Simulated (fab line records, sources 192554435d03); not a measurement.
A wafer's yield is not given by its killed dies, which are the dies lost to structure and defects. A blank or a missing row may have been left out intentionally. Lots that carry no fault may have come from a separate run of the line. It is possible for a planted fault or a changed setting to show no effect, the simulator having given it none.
The tool behind it: which one? | flow n5 finfet | 10 lots, 30 wafers sampled, at 5 steps of a route of 1938

## WHAT THE GAUGES SHOWED, per wafer
N5_BEOL_M4_RC_MEAS_101. Usual: DIBL_N 36.2 mV/V, standard deviation 1.6; DIBL_P 36.1 mV/V, standard deviation 2; IOFF_N 0.16 nA/um, standard deviation 0.032; IOFF_P 0.22 nA/um, standard deviation 0.036; ION_N 672 uA/um, standard deviation 11; ION_P 463 uA/um, standard deviation 7.5; SS_N 71.4 mV/dec, standard deviation 0.58; SS_P 73.2 mV/dec, standard deviation 0.67; VT_N 250 mV, standard deviation 3.3; VT_P -250 mV, standard deviation 3.3.
lot  | measured     | on        | DIBL_N (mV/V)  | DIBL_P (mV/V)  | IOFF_N (nA/um) | IOFF_P (nA/um) | ION_N (uA/um) | ION_P (uA/um) | SS_N (mV/dec)  | SS_P (mV/dec)  | VT_N (mV)   | VT_P (mV)      | flag
L309 | day 8 07:29  | prober-01 | 35.8 33.8 35.6 | 35.9 32.6 34.7 | 0.15 0.11 0.15 | 0.24 0.19 0.22 | 678 659 672   | 477 464 470   | 71.1 70.3 71.3 | 73.3 72.6 72.8 | 249 253 248 | -246 -251 -247 |
L310 | day 8 11:39  | prober-02 | 35.8 35.9 38.0 | 36.9 35.7 39.7 | 0.15 0.15 0.19 | 0.22 0.19 0.27 | 678 664 675   | 470 457 469   | 71.6 71.4 72.2 | 73.6 72.8 74.3 | 248 249 249 | -250 -252 -249 |
L312 | day 9 05:44  | prober-01 | 38.3 35.9 36.2 | 35.2 32.5 33.4 | 0.17 0.13 0.13 | 0.21 0.18 0.19 | 679 662 671   | 465 458 460   | 71.6 71.3 71.5 | 73.2 71.8 72.3 | 248 248 251 | -249 -251 -250 |
L313 | day 9 08:32  | prober-01 | 37.3 36.5 34.3 | 36.4 34.5 33.2 | 0.17 0.17 0.13 | 0.23 0.20 0.18 | 673 678 668   | 467 459 457   | 71.5 71.8 70.1 | 73.2 72.7 72.1 | 250 247 249 | -247 -249 -250 |
L315 | day 9 21:27  | prober-02 | 34.3 33.2 35.8 | 33.8 33.0 37.2 | 0.13 0.12 0.16 | 0.17 0.15 0.22 | 659 648 670   | 452 440 458   | 71.4 70.8 71.2 | 72.2 72.7 73.9 | 255 257 249 | -256 -258 -252 |
L314 | day 10 01:50 | prober-02 | 36.2 35.3 37.4 | 36.8 34.3 39.0 | 0.15 0.12 0.18 | 0.20 0.17 0.23 | 654 665 671   | 455 461 458   | 72.1 71.8 71.7 | 73.0 72.3 74.2 | 252 255 248 | -251 -253 -250 |
L323 | day 12 06:14 | prober-02 | 35.3 41.1 36.6 | 35.2 40.7 37.4 | 0.15 0.29 0.17 | 0.20 0.29 0.23 | 676 699 674   | 465 466 466   | 71.4 73.2 71.1 | 73.8 74.8 73.8 | 248 240 247 | -251 -247 -247 |
L324 | day 12 12:28 | prober-02 | 34.2 33.3 36.3 | 33.8 32.6 36.6 | 0.13 0.13 0.17 | 0.18 0.17 0.23 | 647 657 665   | 455 459 457   | 70.6 70.6 72.2 | 72.7 72.4 73.4 | 253 251 248 | -253 -251 -250 |
L327 | day 14 05:20 | prober-02 | 35.7 35.1 36.1 | 34.4 34.1 35.5 | 0.15 0.15 0.16 | 0.18 0.17 0.19 | 675 665 679   | 458 449 455   | 71.3 71.9 71.9 | 73.4 73.3 73.0 | 250 252 249 | -255 -251 -251 |
L330 | day 14 11:01 | prober-02 | 33.9 35.4 34.7 | 34.4 37.0 36.1 | 0.12 0.14 0.13 | 0.17 0.20 0.19 | 661 679 669   | 464 466 466   | 70.6 70.3 70.5 | 71.7 72.9 72.2 | 254 253 254 | -253 -249 -252 |

## WHICH TOOL RAN EACH LOT (tool, then ch and the chambers of the sampled wafers, then the start)
lot  | N5_BEOL_M0_SPUTTER_132       | N5_BEOL_M0_CMP_120            | N5_BEOL_M0_DEP_125              | N5_BEOL_M1_ILD_DEP_00
L309 | pvd sputter-03, day 6 08:55  | cmp-02 ch 1,2, day 6 09:47    | pecvd-03 ch 0,1, day 6 10:19    | pecvd-01 ch 0,1,2, day 6 10:27
L310 | pvd sputter-01, day 6 10:35  | cmp-04 ch 0,2,3, day 6 11:24  | pecvd-03 ch 0,1, day 6 11:49    | pecvd-01 ch 0,1,2, day 6 11:56
L312 | pvd sputter-03, day 7 02:13  | cmp-01 ch 0,1, day 7 03:08    | pecvd-03 ch 1,2, day 7 03:35    | pecvd-01 ch 0,1, day 7 03:43
L313 | pvd sputter-02, day 7 02:16  | cmp-01 ch 0,1,2, day 7 03:26  | pecvd-03 ch 0,2, day 7 03:49    | pecvd-01 ch 0,1, day 7 03:57
L315 | pvd sputter-01, day 7 19:39  | cmp-01 ch 1,2, day 7 20:29    | pecvd-03 ch 0,1, day 7 20:56    | pecvd-01 ch 0,1,2, day 7 21:04
L314 | pvd sputter-03, day 7 20:12  | cmp-01 ch 0,1,3, day 7 21:01  | pecvd-01 ch 0,1, day 7 21:25    | pecvd-02 ch 0,2, day 7 21:33
L323 | pvd sputter-03, day 9 22:46  | cmp-02 ch 1,2,3, day 10 00:01 | pecvd-03 ch 1,2, day 10 00:29   | pecvd-02 ch 0,1,2, day 10 00:38
L324 | pvd sputter-02, day 10 11:25 | cmp-02 ch 1,2,3, day 10 12:08 | pecvd-03 ch 0,2, day 10 12:38   | pecvd-01 ch 0,1, day 10 12:46
L327 | pvd sputter-03, day 11 00:18 | cmp-01 ch 1,3, day 11 01:04   | pecvd-04 ch 0,2, day 11 01:31   | pecvd-03 ch 0,1,2, day 11 01:39
L330 | pvd sputter-02, day 11 16:47 | cmp-02 ch 1,3, day 11 17:35   | pecvd-04 ch 0,1,2, day 11 18:02 | pecvd-01 ch 0,1, day 11 18:10
- N5_BEOL_M0_SPUTTER_132: material Cu, target thk 4 nm, time 7.37 s.
- N5_BEOL_M0_CMP_120: polishes, stops on SiOC, t overpolish 6.9 s.
- N5_BEOL_M0_DEP_125: deposits SiCN from 3MS/NH3, target thk 8 nm, time 14 s.
- N5_BEOL_M1_ILD_DEP_00: deposits SiOC from DEMS/O2, target thk 79 nm, time 15.3 s.

## WHAT THE TOOLS THEMSELVES READ (means of the sampled wafers that have a number; where no wafer has one, the mark that the record gives instead)
N5_BEOL_M0_SPUTTER_132. Usual: throttle valve pct 30.2 %, standard deviation 1.
lot  | tool           | throttle valve pct (%) | flag
L309 | pvd sputter-03 | 30.6                   |
L310 | pvd sputter-01 | 30.8                   |
L312 | pvd sputter-03 | 31.4                   |
L313 | pvd sputter-02 | 29.2                   |
L315 | pvd sputter-01 | 30.6                   |
L314 | pvd sputter-03 | 30.4                   |
L323 | pvd sputter-03 | 30.5                   |
L324 | pvd sputter-02 | 29.3                   |
L327 | pvd sputter-03 | 30.2                   |
L330 | pvd sputter-02 | 29.4                   |

N5_BEOL_M0_CMP_120. Usual: barrier field endpoint s 3.65 s, standard deviation 0.12; motor current A 5.9 A, standard deviation 0.5; overpolish run s 6.900 s, standard deviation 0.0088; time to endpoint s 63 s, standard deviation 4.3.
lot  | tool   | barrier field endpoint s (s) | motor current A (A) | overpolish run s (s) | time to endpoint s (s) | flag
L309 | cmp-02 | 3.62                         | 6.1                 | 6.900                | 61                     |
L310 | cmp-04 | 3.67                         | 6.1                 | 6.894                | 66                     |
L312 | cmp-01 | 3.76                         | 5.7                 | 6.894                | 62                     |
L313 | cmp-01 | 3.72                         | 5.9                 | 6.899                | 61                     |
L315 | cmp-01 | 3.63                         | 5.4                 | 6.897                | 58                     |
L314 | cmp-01 | 3.55                         | 5.9                 | 6.899                | 62                     |
L323 | cmp-02 | 3.45                         | 6.0                 | 6.910                | 58                     |
L324 | cmp-02 | 3.56                         | 5.9                 | 6.901                | 56                     |
L327 | cmp-01 | 3.65                         | 5.7                 | 6.900                | 66                     |
L330 | cmp-02 | 3.67                         | 5.6                 | 6.902                | 66                     |

N5_BEOL_M0_DEP_125. Usual: showerhead plenum p Torr 3.668 Torr, standard deviation 0.014; throttle valve pct 9.1 %, standard deviation 0.77.
lot  | tool     | showerhead plenum p Torr (Torr) | throttle valve pct (%) | flag
L309 | pecvd-03 | 3.682                           | 9.4                    |
L310 | pecvd-03 | 3.679                           | 9.2                    |
L312 | pecvd-03 | 3.669                           | 8.9                    |
L313 | pecvd-03 | 3.666                           | 8.7                    |
L315 | pecvd-03 | 3.679                           | 9.1                    |
L314 | pecvd-01 | 3.670                           | 8.9                    |
L323 | pecvd-03 | 3.663                           | 9.1                    |
L324 | pecvd-03 | 3.670                           | 8.9                    |
L327 | pecvd-04 | 3.652                           | 9.3                    |
L330 | pecvd-04 | 3.657                           | 9.5                    |

N5_BEOL_M1_ILD_DEP_00. Usual: heater power w 501 W, standard deviation 48; showerhead plenum p Torr 5.702 Torr, standard deviation 0.015; susceptor temp C 350.04 C, standard deviation 0.21; throttle valve pct 12.1 %, standard deviation 0.65.
lot  | tool     | heater power w (W) | showerhead plenum p Torr (Torr) | susceptor temp C (C) | throttle valve pct (%) | flag
L309 | pecvd-01 | 478                | 5.694                           | 350.04               | 12.0                   |
L310 | pecvd-01 | 487                | 5.697                           | 350.19               | 11.9                   |
L312 | pecvd-01 | 560                | 5.692                           | 349.95               | 11.7                   |
L313 | pecvd-01 | 551                | 5.702                           | 348.66               | 11.6                   | OFF
L315 | pecvd-01 | 522                | 5.712                           | 348.26               | 11.7                   | OFF
L314 | pecvd-02 | 458                | 5.705                           | 350.07               | 12.4                   |
L323 | pecvd-02 | 527                | 5.697                           | 350.08               | 12.4                   |
L324 | pecvd-01 | 529                | 5.698                           | 350.04               | 12.1                   |
L327 | pecvd-03 | 474                | 5.698                           | 350.03               | 12.2                   |
L330 | pecvd-01 | 547                | 5.708                           | 349.86               | 12.4                   |

## THE ANSWER, worked out from the rows above alone
Rule: a lot counts as off when the mean over its wafers that have a number is more than 3 standard deviations away from the usual mean. Also off: a lot with no number at a reading for which 4 or more lots have one. Where the step has rows for the other lots, those lots are counted as sound. After the gauges, taken in route order, come the tools' own readings; for these a lot's mean is taken, as printed above. The first step at which some lot is off is used, and at that step the reading that is off furthest; a lot without a number counts as furthest.
Off: L313, L315, at N5_BEOL_M1_ILD_DEP_00 (susceptor temp C).
A tool fits if, at that step or a process step before it, it ran every lot that is off, and no sound lot after the first of them. Not one of the candidates tried fits.

## WHAT HAD BEEN PUT IN BY THE SIMULATOR
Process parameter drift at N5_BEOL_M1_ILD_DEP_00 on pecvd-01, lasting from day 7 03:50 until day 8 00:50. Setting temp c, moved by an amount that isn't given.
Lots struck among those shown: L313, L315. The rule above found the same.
